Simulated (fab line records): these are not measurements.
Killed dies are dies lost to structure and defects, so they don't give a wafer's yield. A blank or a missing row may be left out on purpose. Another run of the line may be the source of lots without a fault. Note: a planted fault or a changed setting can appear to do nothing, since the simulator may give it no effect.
Split-lot trial	flow n5-finfet	7 lots, 39 wafers read, on a route of 1938 steps

## ABOUT THE SPLIT
At N5_BEOL_M2_ILD_DEP_00 (deposits SiOC from DEMS/O2, target thk 79 nm, time 15.3 s), the setting time-s was moved away from the recipe's 15.3 s on 18 of the 39 wafers read, by -58.0% to +42.8%. The other wafers ran this setting at the recipe's value.

Split to reading: the file shows no intervening step.

## THE READING
M2_ILD_THK, in nm, at N5_BEOL_M2_THK_MEAS_01. On this fab line, fault-free wafers typically give 78.8 nm with a standard deviation of 1.1 nm.

wafer	tool, chamber at the split	time-s as run, s	against the recipe	M2_ILD_THK, nm	against lot-mates on the recipe
L075.1	pecvd-04, 0	6.628	-56.7%	33.2	-44.6
L075.2	pecvd-04, 2	15.3	recipe	77.4	-
L075.3	pecvd-04, 1	15.3	recipe	77.1	-
L075.4	pecvd-04, 2	6.628	-56.7%	33.8	-44.0
L075.5	pecvd-04, 1	6.628	-56.7%	34.0	-43.8
L075.6	pecvd-04, 0	15.3	recipe	78.8	-
L081.1	pecvd-01, 2	15.3	recipe	78.5	-
L081.2	pecvd-01, 1	21.85	+42.8%	112.5	+33.5
L081.3	pecvd-01, 0	15.3	recipe	78.9	-
L081.4	pecvd-01, 2	21.85	+42.8%	114.0	+35.0
L081.5	pecvd-01, 1	15.3	recipe	79.6	-
L081.6	pecvd-01, 0	21.85	+42.8%	112.5	+33.5
L082.1	pecvd-02, 2	18.91	+23.6%	94.1	+15.8
L082.2	pecvd-02, 1	15.3	recipe	78.4	-
L082.3	pecvd-02, 0	15.3	recipe	78.6	-
L082.4	pecvd-02, 1,0	18.91	+23.6%	98.4	+20.1
L082.5	pecvd-02, 1,0	18.91	+23.6%	98.6	+20.3
L082.6	pecvd-02, 2	15.3	recipe	77.8	-
L084.3	pecvd-04, 0	15.3	recipe	77.1	-
L084.5	pecvd-04, 1	15.3	recipe	80.2	-
L084.6	pecvd-04, 0	15.3	recipe	78.4	-
L087.1	pecvd-02, 0,1	7.402	-51.6%	38.8	-41.1
L087.2	pecvd-02, 1	7.402	-51.6%	38.9	-41.0
L087.3	pecvd-02, 0,1	7.402	-51.6%	38.7	-41.2
L087.4	pecvd-02, 0,1	15.3	recipe	80.1	-
L087.5	pecvd-02, 0,1	15.3	recipe	79.9	-
L087.6	pecvd-02, 0	15.3	recipe	79.6	-
L096.1	pecvd-04, 1	6.426	-58.0%	33.6	-45.4
L096.2	pecvd-04, 2	15.3	recipe	78.9	-
L096.3	pecvd-04, 0	6.426	-58.0%	32.6	-46.4
L096.4	pecvd-04, 0	15.3	recipe	79.3	-
L096.5	pecvd-04, 2	15.3	recipe	78.8	-
L096.6	pecvd-04, 1	6.426	-58.0%	34.3	-44.7
L097.1	pecvd-02, 2	7.187	-53.0%	36.1	-42.4
L097.2	pecvd-02, 1,2	15.3	recipe	78.1	-
L097.3	pecvd-02, 0	7.187	-53.0%	37.6	-40.9
L097.4	pecvd-02, 0	7.187	-53.0%	37.8	-40.7
L097.5	pecvd-02, 1,2	15.3	recipe	78.0	-
L097.6	pecvd-02, 1	15.3	recipe	79.5	-
When a row names more than one chamber, that row covers several wafers, and the file does not tell which wafer ran in which chamber.

FIT RESULTS
A straight line over all 39 wafers: M2_ILD_THK changes by +0.786 nm for each +1% of time-s; r = +1.00; the points scatter about the line by 1 nm.
The same after taking each lot's own level away (the mean of its wafers on the recipe; 39 wafers): +0.787 nm for each +1%; r = +1.00; scatter 0.89 nm.
According to that fit, moving time-s by its largest amount changes the reading by 46 nm.
Measured against the standard deviation above, the lots' own levels, which go from 77.77 to 79.87 nm, span 1.9 times it.
Consequently the slope shifts little with the lot-to-lot level, the two slopes agreeing.
Check: with one of the wafers moved furthest among these (-58.0%) left out of the fit, the line predicts -45.6 nm for it against its lot-mates. It came out at -45.4 nm against them.

## THESE WAFERS: OTHER SPLITS
Before the reading, these wafers also passed through other splits. Each is held against what the fit with the lots' levels taken away leaves over:
other split on the same wafers	wafers away from the commonest value	r with M2_ILD_THK (lot level and that fit taken away)
N5_SPACER0_ALD_00 ald-cycles	15	-0.20
N5_MOL_CONTACT_COAG_CONTACT_ETCH_14 time-s	12	-0.12
N5_MOL_CONTACT_COAG_ETCH_124 target-depth-a	18	-0.15

## THE WHOLE CHAIN: every reading that the file lists as answering this split, in the file's order
step	what it does	reading	change (the file's fit)	r (the file's)
N5_BEOL_M2_ILD_DEP_00	deposits SiOC from DEMS/O2, target thk 79 nm, time 15.3 s	SiOC_of_BEOL_M2_ILD_DEP_00.thk-nm (the simulator's own value, which no gauge read)	+0.785 nm for each +1% of the setting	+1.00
N5_BEOL_M2_THK_MEAS_01		M2_ILD_THK	+0.786 for each +1% of the setting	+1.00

## FILE'S OWN FIT
M2_ILD_THK changes by +0.786 nm for each +1% of time-s, r = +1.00.
